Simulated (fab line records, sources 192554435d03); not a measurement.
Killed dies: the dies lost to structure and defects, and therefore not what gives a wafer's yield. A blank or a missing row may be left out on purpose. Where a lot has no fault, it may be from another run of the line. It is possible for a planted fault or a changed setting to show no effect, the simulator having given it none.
Which tool did it? / flow n5-finfet / 24 lots, 72 wafers sampled, at 5 steps of a route of 1938

WHAT THE GAUGES SHOWED, per wafer
N5_MOL_CONTACT_COAG_THK_MEAS_29. Usual: for MD_CAP_THK the level is 17.93 nm and the standard deviation is 0.092.
lot=L074; measured=day 5 07:51; on=film-metro-02; MD_CAP_THK (nm)=17.89 17.86 17.89; flag=
lot=L075; measured=day 5 08:34; on=film-metro-02; MD_CAP_THK (nm)=17.91 17.74 17.91; flag=
lot=L076; measured=day 5 15:55; on=film-metro-02; MD_CAP_THK (nm)=17.69 17.89 17.76; flag=
lot=L077; measured=day 5 18:52; on=film-metro-01; MD_CAP_THK (nm)=18.03 18.00 18.02; flag=
lot=L078; measured=day 6 01:26; on=film-metro-01; MD_CAP_THK (nm)=17.91 18.00 17.95; flag=
lot=L079; measured=day 6 04:52; on=film-metro-01; MD_CAP_THK (nm)=17.85 17.94 17.82; flag=
lot=L080; measured=day 6 17:26; on=film-metro-02; MD_CAP_THK (nm)=17.82 17.80 17.88; flag=
lot=L081; measured=day 7 00:11; on=film-metro-01; MD_CAP_THK (nm)=18.06 17.99 18.12; flag=
lot=L082; measured=day 7 05:13; on=film-metro-01; MD_CAP_THK (nm)=17.94 17.90 17.94; flag=
lot=L083; measured=day 7 05:59; on=film-metro-01; MD_CAP_THK (nm)=18.01 18.03 18.07; flag=
lot=L084; measured=day 7 14:17; on=film-metro-02; MD_CAP_THK (nm)=18.01 17.88 17.91; flag=
lot=L085; measured=day 7 23:50; on=film-metro-02; MD_CAP_THK (nm)=17.94 18.02 17.92; flag=
lot=L086; measured=day 8 07:07; on=film-metro-01; MD_CAP_THK (nm)=17.81 17.84 17.81; flag=
lot=L087; measured=day 8 11:13; on=film-metro-01; MD_CAP_THK (nm)=18.14 18.03 18.02; flag=
lot=L088; measured=day 8 17:10; on=film-metro-02; MD_CAP_THK (nm)=17.94 18.06 18.07; flag=
lot=L089; measured=day 8 19:26; on=film-metro-02; MD_CAP_THK (nm)=18.00 18.05 17.98; flag=
lot=L090; measured=day 9 00:25; on=film-metro-01; MD_CAP_THK (nm)=17.90 17.89 17.74; flag=
lot=L091; measured=day 9 11:26; on=film-metro-02; MD_CAP_THK (nm)=17.91 17.75 17.89; flag=
lot=L092; measured=day 9 12:29; on=film-metro-02; MD_CAP_THK (nm)=17.89 17.99 17.96; flag=
lot=L093; measured=day 9 17:10; on=film-metro-01; MD_CAP_THK (nm)=17.97 18.03 17.86; flag=
lot=L094; measured=day 10 05:10; on=film-metro-01; MD_CAP_THK (nm)=17.94 17.95 18.00; flag=
lot=L095; measured=day 10 11:32; on=film-metro-02; MD_CAP_THK (nm)=17.87 17.79 17.87; flag=
lot=L096; measured=day 10 13:24; on=film-metro-01; MD_CAP_THK (nm)=17.98 17.91 17.95; flag=
lot=L097; measured=day 10 18:14; on=film-metro-01; MD_CAP_THK (nm)=17.94 18.00 17.88; flag=

N5_BEOL_M0_SAQP_CD_MEAS_14: target cd 42.5 nm. Usual: 42.6 nm for cd-nm, sd 0.35.
lot=L074; measured=day 5 16:49; on=cd-sem-02; cd-nm (nm)=42.6 42.1 42.1; flag=
lot=L075; measured=day 5 19:41; on=cd-sem-01; cd-nm (nm)=42.3 42.5 42.3; flag=
lot=L076; measured=day 6 02:49; on=cd-sem-02; cd-nm (nm)=42.7 43.0 42.6; flag=
lot=L077; measured=day 6 04:41; on=cd-sem-03; cd-nm (nm)=42.1 42.6 42.3; flag=
lot=L078; measured=day 6 10:02; on=cd-sem-02; cd-nm (nm)=42.9 43.2 42.8; flag=
lot=L079; measured=day 6 17:23; on=cd-sem-03; cd-nm (nm)=42.4 42.9 42.4; flag=
lot=L080; measured=day 7 03:29; on=cd-sem-03; cd-nm (nm)=42.7 42.3 42.3; flag=
lot=L081; measured=day 7 08:47; on=cd-sem-03; cd-nm (nm)=43.2 42.8 42.9; flag=
lot=L082; measured=day 7 16:04; on=cd-sem-03; cd-nm (nm)=42.8 42.7 43.3; flag=
lot=L083; measured=day 7 18:26; on=cd-sem-03; cd-nm (nm)=42.8 42.7 42.4; flag=
lot=L084; measured=day 8 01:05; on=cd-sem-03; cd-nm (nm)=42.5 43.0 42.4; flag=
lot=L085; measured=day 8 09:40; on=cd-sem-03; cd-nm (nm)=42.6 42.3 42.3; flag=
lot=L086; measured=day 8 17:08; on=cd-sem-01; cd-nm (nm)=42.6 42.7 42.3; flag=
lot=L087; measured=day 8 20:55; on=cd-sem-03; cd-nm (nm)=42.9 42.6 42.8; flag=
lot=L088; measured=day 9 02:55; on=cd-sem-03; cd-nm (nm)=42.2 41.7 43.0; flag=
lot=L089; measured=day 9 06:29; on=cd-sem-03; cd-nm (nm)=42.8 42.5 43.0; flag=
lot=L090; measured=day 9 11:02; on=cd-sem-01; cd-nm (nm)=42.8 42.5 43.4; flag=
lot=L091; measured=day 9 23:07; on=cd-sem-03; cd-nm (nm)=42.7 42.8 42.2; flag=
lot=L092; measured=day 10 02:37; on=cd-sem-02; cd-nm (nm)=43.1 42.8 43.0; flag=
lot=L093; measured=day 10 03:37; on=cd-sem-01; cd-nm (nm)=42.5 42.8 42.4; flag=
lot=L094; measured=day 10 15:53; on=cd-sem-02; cd-nm (nm)=43.4 42.8 43.3; flag=
lot=L095; measured=day 10 21:10; on=cd-sem-01; cd-nm (nm)=42.5 43.0 42.5; flag=
lot=L096; measured=day 10 23:40; on=cd-sem-03; cd-nm (nm)=43.0 42.3 43.2; flag=
lot=L097; measured=day 11 04:10; on=cd-sem-01; cd-nm (nm)=42.8 42.8 42.3; flag=

WHAT TOOL EACH LOT RAN ON (gives the tool, then ch and the chambers of the sampled wafers, and finally the start)
lot=L074; N5_MOL_CONTACT_COAG_ALD_131=ald-sin-02 ch 0,1,2, day 5 09:00; N5_MOL_CONTACT_COAG_ETCH_66=rie-diel-02 ch 2,3, day 5 10:10; N5_BEOL_M0_SAQP_HM_DEP_111=pecvd-04 ch 1,2, day 5 16:21
lot=L075; N5_MOL_CONTACT_COAG_ALD_131=ald-sin-02 ch 1,2, day 5 09:44; N5_MOL_CONTACT_COAG_ETCH_66=rie-diel-02 ch 1,3, day 5 10:55; N5_BEOL_M0_SAQP_HM_DEP_111=pecvd-04 ch 0,1,2, day 5 19:14
lot=L076; N5_MOL_CONTACT_COAG_ALD_131=ald-sin-02 ch 0,1, day 5 17:44; N5_MOL_CONTACT_COAG_ETCH_66=rie-diel-05 ch 1,3, day 5 19:43; N5_BEOL_M0_SAQP_HM_DEP_111=pecvd-01 ch 1,2, day 6 02:21
lot=L077; N5_MOL_CONTACT_COAG_ALD_131=ald-sin-01 ch 0,1, day 5 20:42; N5_MOL_CONTACT_COAG_ETCH_66=rie-diel-02 ch 1,3, day 5 22:37; N5_BEOL_M0_SAQP_HM_DEP_111=pecvd-04 ch 1,2, day 6 04:22
lot=L078; N5_MOL_CONTACT_COAG_ALD_131=ald-sin-01 ch 0,2, day 6 02:40; N5_MOL_CONTACT_COAG_ETCH_66=rie-diel-02 ch 0,1, day 6 03:50; N5_BEOL_M0_SAQP_HM_DEP_111=pecvd-02 ch 0,1, day 6 09:36
lot=L079; N5_MOL_CONTACT_COAG_ALD_131=ald-sin-03 ch 1,2,3, day 6 06:34; N5_MOL_CONTACT_COAG_ETCH_66=rie-diel-05 ch 0,1,2, day 6 07:52; N5_BEOL_M0_SAQP_HM_DEP_111=pecvd-04 ch 0,1, day 6 16:56
lot=L080; N5_MOL_CONTACT_COAG_ALD_131=ald-sin-03 ch 0,1,3, day 6 18:49; N5_MOL_CONTACT_COAG_ETCH_66=rie-diel-04 ch 1,3, day 6 20:07; N5_BEOL_M0_SAQP_HM_DEP_111=pecvd-02 ch 0,1, day 7 03:03
lot=L081; N5_MOL_CONTACT_COAG_ALD_131=ald-sin-02 ch 0,3, day 7 01:33; N5_MOL_CONTACT_COAG_ETCH_66=rie-diel-02 ch 0,1,3, day 7 02:50; N5_BEOL_M0_SAQP_HM_DEP_111=pecvd-01 ch 0,1,2, day 7 08:28
lot=L082; N5_MOL_CONTACT_COAG_ALD_131=ald-sin-02 ch 1,2,3, day 7 06:33; N5_MOL_CONTACT_COAG_ETCH_66=rie-diel-04 ch 2,3, day 7 08:05; N5_BEOL_M0_SAQP_HM_DEP_111=pecvd-02 ch 0,2, day 7 15:37
lot=L083; N5_MOL_CONTACT_COAG_ALD_131=ald-sin-01 ch 0,1,2, day 7 07:16; N5_MOL_CONTACT_COAG_ETCH_66=rie-diel-04 ch 0,2,3, day 7 08:41; N5_BEOL_M0_SAQP_HM_DEP_111=pecvd-02 ch 0,1,2, day 7 17:59
lot=L084; N5_MOL_CONTACT_COAG_ALD_131=ald-sin-01 ch 1,2, day 7 15:37; N5_MOL_CONTACT_COAG_ETCH_66=rie-diel-04 ch 2,3, day 7 16:55; N5_BEOL_M0_SAQP_HM_DEP_111=pecvd-02 ch 0,2, day 8 00:38
lot=L085; N5_MOL_CONTACT_COAG_ALD_131=ald-sin-02 ch 0,1,2, day 8 01:14; N5_MOL_CONTACT_COAG_ETCH_66=rie-diel-04 ch 0,2,3, day 8 02:23; N5_BEOL_M0_SAQP_HM_DEP_111=pecvd-01 ch 0,1,2, day 8 09:15
lot=L086; N5_MOL_CONTACT_COAG_ALD_131=ald-sin-01 ch 0,1,2, day 8 08:34; N5_MOL_CONTACT_COAG_ETCH_66=rie-diel-05 ch 0,3, day 8 10:03; N5_BEOL_M0_SAQP_HM_DEP_111=pecvd-02 ch 0,2, day 8 16:41
lot=L087; N5_MOL_CONTACT_COAG_ALD_131=ald-sin-01 ch 0,2,3, day 8 12:22; N5_MOL_CONTACT_COAG_ETCH_66=rie-diel-04 ch 0,1,2, day 8 13:32; N5_BEOL_M0_SAQP_HM_DEP_111=pecvd-04 ch 0,1,2, day 8 20:29
lot=L088; N5_MOL_CONTACT_COAG_ALD_131=ald-sin-03 ch 1,2,3, day 8 18:47; N5_MOL_CONTACT_COAG_ETCH_66=rie-diel-04 ch 0,2,3, day 8 20:09; N5_BEOL_M0_SAQP_HM_DEP_111=pecvd-02 ch 0,1,2, day 9 02:35
lot=L089; N5_MOL_CONTACT_COAG_ALD_131=ald-sin-01 ch 1,2, day 8 22:17; N5_MOL_CONTACT_COAG_ETCH_66=rie-diel-05 ch 0,2,3, day 8 23:42; N5_BEOL_M0_SAQP_HM_DEP_111=pecvd-01 ch 0,1, day 9 06:10
lot=L090; N5_MOL_CONTACT_COAG_ALD_131=ald-sin-02 ch 0,2,3, day 9 01:41; N5_MOL_CONTACT_COAG_ETCH_66=rie-diel-04 ch 0,1, day 9 03:04; N5_BEOL_M0_SAQP_HM_DEP_111=pecvd-04 ch 0,1,2, day 9 10:35
lot=L091; N5_MOL_CONTACT_COAG_ALD_131=ald-sin-03 ch 0,1,3, day 9 13:01; N5_MOL_CONTACT_COAG_ETCH_66=rie-diel-05 ch 0,2,3, day 9 15:06; N5_BEOL_M0_SAQP_HM_DEP_111=pecvd-02 ch 0,1,2, day 9 22:48
lot=L092; N5_MOL_CONTACT_COAG_ALD_131=ald-sin-03 ch 1,2, day 9 14:31; N5_MOL_CONTACT_COAG_ETCH_66=rie-diel-04 ch 0,3, day 9 15:46; N5_BEOL_M0_SAQP_HM_DEP_111=pecvd-02 ch 1,2, day 10 02:10
lot=L093; N5_MOL_CONTACT_COAG_ALD_131=ald-sin-02 ch 0,1,3, day 9 18:18; N5_MOL_CONTACT_COAG_ETCH_66=rie-diel-04 ch 1,3, day 9 19:28; N5_BEOL_M0_SAQP_HM_DEP_111=pecvd-01 ch 0,1, day 10 03:17
lot=L094; N5_MOL_CONTACT_COAG_ALD_131=ald-sin-03 ch 1,3, day 10 07:04; N5_MOL_CONTACT_COAG_ETCH_66=rie-diel-04 ch 0,3, day 10 08:19; N5_BEOL_M0_SAQP_HM_DEP_111=pecvd-02 ch 0,2, day 10 15:26
lot=L095; N5_MOL_CONTACT_COAG_ALD_131=ald-sin-01 ch 0,2,3, day 10 13:02; N5_MOL_CONTACT_COAG_ETCH_66=rie-diel-04 ch 0,1,2, day 10 14:14; N5_BEOL_M0_SAQP_HM_DEP_111=pecvd-04 ch 0,2, day 10 20:44
lot=L096; N5_MOL_CONTACT_COAG_ALD_131=ald-sin-03 ch 0,1,3, day 10 14:32; N5_MOL_CONTACT_COAG_ETCH_66=rie-diel-02 ch 0,1,3, day 10 15:53; N5_BEOL_M0_SAQP_HM_DEP_111=pecvd-02 ch 1,2, day 10 23:14
lot=L097; N5_MOL_CONTACT_COAG_ALD_131=ald-sin-01 ch 0,1, day 10 19:40; N5_MOL_CONTACT_COAG_ETCH_66=rie-diel-04 ch 2,3, day 10 21:04; N5_BEOL_M0_SAQP_HM_DEP_111=pecvd-02 ch 0,1, day 11 03:43
- N5_MOL_CONTACT_COAG_ALD_131: deposits SiO2, target thk 5 nm, pulse time 1 s, co reactant pulse time 1 s.
- N5_MOL_CONTACT_COAG_ETCH_66: etches SiARC in CF4, target depth 13 nm, time 21.7 s.
- N5_BEOL_M0_SAQP_HM_DEP_111: deposits SiO2 from SiH4/N2O, target thk 12 nm, time 7.2 s.

AS READ BY THE TOOLS THEMSELVES (means over the sampled wafers that have a number; for cases with no such wafer, the mark the record gives instead)
N5_MOL_CONTACT_COAG_ALD_131. Usual: heater-power-w 81 W, standard deviation 5.9; precursor-pulse-height-rel 1.003, standard deviation 0.021.
lot=L074; tool=ald-sin-02; heater-power-w (W)=83; precursor-pulse-height-rel=0.994; flag=
lot=L075; tool=ald-sin-02; heater-power-w (W)=86; precursor-pulse-height-rel=1.004; flag=
lot=L076; tool=ald-sin-02; heater-power-w (W)=86; precursor-pulse-height-rel=1.005; flag=
lot=L077; tool=ald-sin-01; heater-power-w (W)=82; precursor-pulse-height-rel=1.008; flag=
lot=L078; tool=ald-sin-01; heater-power-w (W)=78; precursor-pulse-height-rel=0.993; flag=
lot=L079; tool=ald-sin-03; heater-power-w (W)=79; precursor-pulse-height-rel=1.020; flag=
lot=L080; tool=ald-sin-03; heater-power-w (W)=77; precursor-pulse-height-rel=1.033; flag=
lot=L081; tool=ald-sin-02; heater-power-w (W)=82; precursor-pulse-height-rel=1.006; flag=
lot=L082; tool=ald-sin-02; heater-power-w (W)=84; precursor-pulse-height-rel=1.004; flag=
lot=L083; tool=ald-sin-01; heater-power-w (W)=80; precursor-pulse-height-rel=1.022; flag=
lot=L084; tool=ald-sin-01; heater-power-w (W)=80; precursor-pulse-height-rel=1.016; flag=
lot=L085; tool=ald-sin-02; heater-power-w (W)=86; precursor-pulse-height-rel=1.007; flag=
lot=L086; tool=ald-sin-01; heater-power-w (W)=79; precursor-pulse-height-rel=1.004; flag=
lot=L087; tool=ald-sin-01; heater-power-w (W)=83; precursor-pulse-height-rel=1.022; flag=
lot=L088; tool=ald-sin-03; heater-power-w (W)=80; precursor-pulse-height-rel=0.998; flag=
lot=L089; tool=ald-sin-01; heater-power-w (W)=80; precursor-pulse-height-rel=1.007; flag=
lot=L090; tool=ald-sin-02; heater-power-w (W)=79; precursor-pulse-height-rel=0.993; flag=
lot=L091; tool=ald-sin-03; heater-power-w (W)=78; precursor-pulse-height-rel=1.006; flag=
lot=L092; tool=ald-sin-03; heater-power-w (W)=79; precursor-pulse-height-rel=1.002; flag=
lot=L093; tool=ald-sin-02; heater-power-w (W)=81; precursor-pulse-height-rel=0.996; flag=
lot=L094; tool=ald-sin-03; heater-power-w (W)=83; precursor-pulse-height-rel=0.996; flag=
lot=L095; tool=ald-sin-01; heater-power-w (W)=82; precursor-pulse-height-rel=1.005; flag=
lot=L096; tool=ald-sin-03; heater-power-w (W)=79; precursor-pulse-height-rel=0.980; flag=
lot=L097; tool=ald-sin-01; heater-power-w (W)=83; precursor-pulse-height-rel=0.998; flag=

N5_MOL_CONTACT_COAG_ETCH_66. Usual: drypump-motor-current-A 5.8 A, standard deviation 0.39; etch-rf-on-time-s 22.1 s, standard deviation 0.63; oes-product-au 0.62 a.u., standard deviation 0.045; rf-vpp-V 184.0 V, standard deviation 1.3; showerhead-plenum-p-Torr 2.14 Torr, standard deviation 0.078; throttle-valve-pct 15.70 %, standard deviation 0.27.
lot=L074; tool=rie-diel-02; drypump-motor-current-A (A)=5.4; etch-rf-on-time-s (s)=20.9; oes-product-au (a.u.)=0.66; rf-vpp-V (V)=184.2; showerhead-plenum-p-Torr (Torr)=2.18; throttle-valve-pct (%)=15.59; flag=
lot=L075; tool=rie-diel-02; drypump-motor-current-A (A)=5.5; etch-rf-on-time-s (s)=21.9; oes-product-au (a.u.)=0.62; rf-vpp-V (V)=185.0; showerhead-plenum-p-Torr (Torr)=2.18; throttle-valve-pct (%)=15.71; flag=
lot=L076; tool=rie-diel-05; drypump-motor-current-A (A)=6.2; etch-rf-on-time-s (s)=22.4; oes-product-au (a.u.)=0.63; rf-vpp-V (V)=184.4; showerhead-plenum-p-Torr (Torr)=2.11; throttle-valve-pct (%)=15.74; flag=
lot=L077; tool=rie-diel-02; drypump-motor-current-A (A)=5.5; etch-rf-on-time-s (s)=22.1; oes-product-au (a.u.)=0.62; rf-vpp-V (V)=184.8; showerhead-plenum-p-Torr (Torr)=2.18; throttle-valve-pct (%)=15.73; flag=
lot=L078; tool=rie-diel-02; drypump-motor-current-A (A)=5.8; etch-rf-on-time-s (s)=22.6; oes-product-au (a.u.)=0.60; rf-vpp-V (V)=183.7; showerhead-plenum-p-Torr (Torr)=2.09; throttle-valve-pct (%)=15.64; flag=
lot=L079; tool=rie-diel-05; drypump-motor-current-A (A)=5.9; etch-rf-on-time-s (s)=22.8; oes-product-au (a.u.)=0.60; rf-vpp-V (V)=183.3; showerhead-plenum-p-Torr (Torr)=2.13; throttle-valve-pct (%)=15.74; flag=
lot=L080; tool=rie-diel-04; drypump-motor-current-A (A)=5.6; etch-rf-on-time-s (s)=22.4; oes-product-au (a.u.)=0.60; rf-vpp-V (V)=185.0; showerhead-plenum-p-Torr (Torr)=2.21; throttle-valve-pct (%)=16.02; flag=
lot=L081; tool=rie-diel-02; drypump-motor-current-A (A)=5.5; etch-rf-on-time-s (s)=22.3; oes-product-au (a.u.)=0.61; rf-vpp-V (V)=183.2; showerhead-plenum-p-Torr (Torr)=2.12; throttle-valve-pct (%)=15.69; flag=
lot=L082; tool=rie-diel-04; drypump-motor-current-A (A)=5.9; etch-rf-on-time-s (s)=21.7; oes-product-au (a.u.)=0.61; rf-vpp-V (V)=183.7; showerhead-plenum-p-Torr (Torr)=2.15; throttle-valve-pct (%)=15.83; flag=
lot=L083; tool=rie-diel-04; drypump-motor-current-A (A)=5.8; etch-rf-on-time-s (s)=21.9; oes-product-au (a.u.)=0.64; rf-vpp-V (V)=183.5; showerhead-plenum-p-Torr (Torr)=2.11; throttle-valve-pct (%)=15.58; flag=
lot=L084; tool=rie-diel-04; drypump-motor-current-A (A)=6.0; etch-rf-on-time-s (s)=21.9; oes-product-au (a.u.)=0.62; rf-vpp-V (V)=184.4; showerhead-plenum-p-Torr (Torr)=2.10; throttle-valve-pct (%)=15.65; flag=
lot=L085; tool=rie-diel-04; drypump-motor-current-A (A)=5.8; etch-rf-on-time-s (s)=21.9; oes-product-au (a.u.)=0.63; rf-vpp-V (V)=183.1; showerhead-plenum-p-Torr (Torr)=2.11; throttle-valve-pct (%)=15.60; flag=
lot=L086; tool=rie-diel-05; drypump-motor-current-A (A)=5.8; etch-rf-on-time-s (s)=22.3; oes-product-au (a.u.)=0.61; rf-vpp-V (V)=184.2; showerhead-plenum-p-Torr (Torr)=2.13; throttle-valve-pct (%)=15.91; flag=
lot=L087; tool=rie-diel-04; drypump-motor-current-A (A)=5.7; etch-rf-on-time-s (s)=22.2; oes-product-au (a.u.)=0.64; rf-vpp-V (V)=184.0; showerhead-plenum-p-Torr (Torr)=2.12; throttle-valve-pct (%)=15.61; flag=
lot=L088; tool=rie-diel-04; drypump-motor-current-A (A)=5.8; etch-rf-on-time-s (s)=22.0; oes-product-au (a.u.)=0.63; rf-vpp-V (V)=183.3; showerhead-plenum-p-Torr (Torr)=2.11; throttle-valve-pct (%)=15.60; flag=
lot=L089; tool=rie-diel-05; drypump-motor-current-A (A)=5.7; etch-rf-on-time-s (s)=22.1; oes-product-au (a.u.)=0.62; rf-vpp-V (V)=183.5; showerhead-plenum-p-Torr (Torr)=2.15; throttle-valve-pct (%)=15.75; flag=
lot=L090; tool=rie-diel-04; drypump-motor-current-A (A)=5.5; etch-rf-on-time-s (s)=22.4; oes-product-au (a.u.)=0.64; rf-vpp-V (V)=183.4; showerhead-plenum-p-Torr (Torr)=2.13; throttle-valve-pct (%)=15.58; flag=
lot=L091; tool=rie-diel-05; drypump-motor-current-A (A)=5.7; etch-rf-on-time-s (s)=22.0; oes-product-au (a.u.)=0.61; rf-vpp-V (V)=183.5; showerhead-plenum-p-Torr (Torr)=2.15; throttle-valve-pct (%)=15.78; flag=
lot=L092; tool=rie-diel-04; drypump-motor-current-A (A)=5.6; etch-rf-on-time-s (s)=22.1; oes-product-au (a.u.)=0.64; rf-vpp-V (V)=183.3; showerhead-plenum-p-Torr (Torr)=2.12; throttle-valve-pct (%)=15.58; flag=
lot=L093; tool=rie-diel-04; drypump-motor-current-A (A)=5.6; etch-rf-on-time-s (s)=22.3; oes-product-au (a.u.)=0.58; rf-vpp-V (V)=185.6; showerhead-plenum-p-Torr (Torr)=2.21; throttle-valve-pct (%)=16.06; flag=
lot=L094; tool=rie-diel-04; drypump-motor-current-A (A)=5.7; etch-rf-on-time-s (s)=22.2; oes-product-au (a.u.)=0.61; rf-vpp-V (V)=185.2; showerhead-plenum-p-Torr (Torr)=2.16; throttle-valve-pct (%)=15.82; flag=
lot=L095; tool=rie-diel-04; drypump-motor-current-A (A)=5.6; etch-rf-on-time-s (s)=22.4; oes-product-au (a.u.)=0.62; rf-vpp-V (V)=182.5; showerhead-plenum-p-Torr (Torr)=2.11; throttle-valve-pct (%)=15.66; flag=
lot=L096; tool=rie-diel-02; drypump-motor-current-A (A)=5.5; etch-rf-on-time-s (s)=21.7; oes-product-au (a.u.)=0.68; rf-vpp-V (V)=184.8; showerhead-plenum-p-Torr (Torr)=2.19; throttle-valve-pct (%)=15.57; flag=
lot=L097; tool=rie-diel-04; drypump-motor-current-A (A)=5.9; etch-rf-on-time-s (s)=21.9; oes-product-au (a.u.)=0.60; rf-vpp-V (V)=183.6; showerhead-plenum-p-Torr (Torr)=2.09; throttle-valve-pct (%)=15.71; flag=

N5_BEOL_M0_SAQP_HM_DEP_111. Usual: heater-power-w 745 W, standard deviation 73; showerhead-plenum-p-Torr 8.13 Torr, standard deviation 0.15.
lot=L074; tool=pecvd-04; heater-power-w (W)=692; showerhead-plenum-p-Torr (Torr)=8.19; flag=
lot=L075; tool=pecvd-04; heater-power-w (W)=677; showerhead-plenum-p-Torr (Torr)=8.18; flag=
lot=L076; tool=pecvd-01; heater-power-w (W)=808; showerhead-plenum-p-Torr (Torr)=8.26; flag=
lot=L077; tool=pecvd-04; heater-power-w (W)=663; showerhead-plenum-p-Torr (Torr)=8.29; flag=
lot=L078; tool=pecvd-02; heater-power-w (W)=740; showerhead-plenum-p-Torr (Torr)=8.07; flag=
lot=L079; tool=pecvd-04; heater-power-w (W)=701; showerhead-plenum-p-Torr (Torr)=8.26; flag=
lot=L080; tool=pecvd-02; heater-power-w (W)=788; showerhead-plenum-p-Torr (Torr)=7.99; flag=
lot=L081; tool=pecvd-01; heater-power-w (W)=827; showerhead-plenum-p-Torr (Torr)=8.29; flag=
lot=L082; tool=pecvd-02; heater-power-w (W)=760; showerhead-plenum-p-Torr (Torr)=7.94; flag=
lot=L083; tool=pecvd-02; heater-power-w (W)=772; showerhead-plenum-p-Torr (Torr)=8.04; flag=
lot=L084; tool=pecvd-02; heater-power-w (W)=718; showerhead-plenum-p-Torr (Torr)=7.99; flag=
lot=L085; tool=pecvd-01; heater-power-w (W)=813; showerhead-plenum-p-Torr (Torr)=8.28; flag=
lot=L086; tool=pecvd-02; heater-power-w (W)=789; showerhead-plenum-p-Torr (Torr)=8.00; flag=
lot=L087; tool=pecvd-04; heater-power-w (W)=700; showerhead-plenum-p-Torr (Torr)=8.18; flag=
lot=L088; tool=pecvd-02; heater-power-w (W)=746; showerhead-plenum-p-Torr (Torr)=8.03; flag=
lot=L089; tool=pecvd-01; heater-power-w (W)=753; showerhead-plenum-p-Torr (Torr)=8.23; flag=
lot=L090; tool=pecvd-04; heater-power-w (W)=682; showerhead-plenum-p-Torr (Torr)=8.19; flag=
lot=L091; tool=pecvd-02; heater-power-w (W)=733; showerhead-plenum-p-Torr (Torr)=8.04; flag=
lot=L092; tool=pecvd-02; heater-power-w (W)=758; showerhead-plenum-p-Torr (Torr)=8.09; flag=
lot=L093; tool=pecvd-01; heater-power-w (W)=864; showerhead-plenum-p-Torr (Torr)=8.26; flag=
lot=L094; tool=pecvd-02; heater-power-w (W)=729; showerhead-plenum-p-Torr (Torr)=8.00; flag=
lot=L095; tool=pecvd-04; heater-power-w (W)=678; showerhead-plenum-p-Torr (Torr)=8.08; flag=
lot=L096; tool=pecvd-02; heater-power-w (W)=702; showerhead-plenum-p-Torr (Torr)=8.11; flag=
lot=L097; tool=pecvd-02; heater-power-w (W)=756; showerhead-plenum-p-Torr (Torr)=8.06; flag=

THE ANSWER, worked out from the rows above alone
Rule: a lot counts as off when the mean over its wafers that have a number is more than 3 standard deviations away from the usual mean. A lot without any number at a reading at which 4 lots or more have one is off too. Any other lot the step has rows for is counted as sound. The gauges are gone through in route order, then the tools' own readings, and for those a lot's mean is taken as printed above. At the first step where some lot is off, the reading lying furthest off is the one used; lots without a number count as furthest.
None of the lots is off at any reading shown; this tells nothing.

WHAT WAS PUT IN BY THE SIMULATOR
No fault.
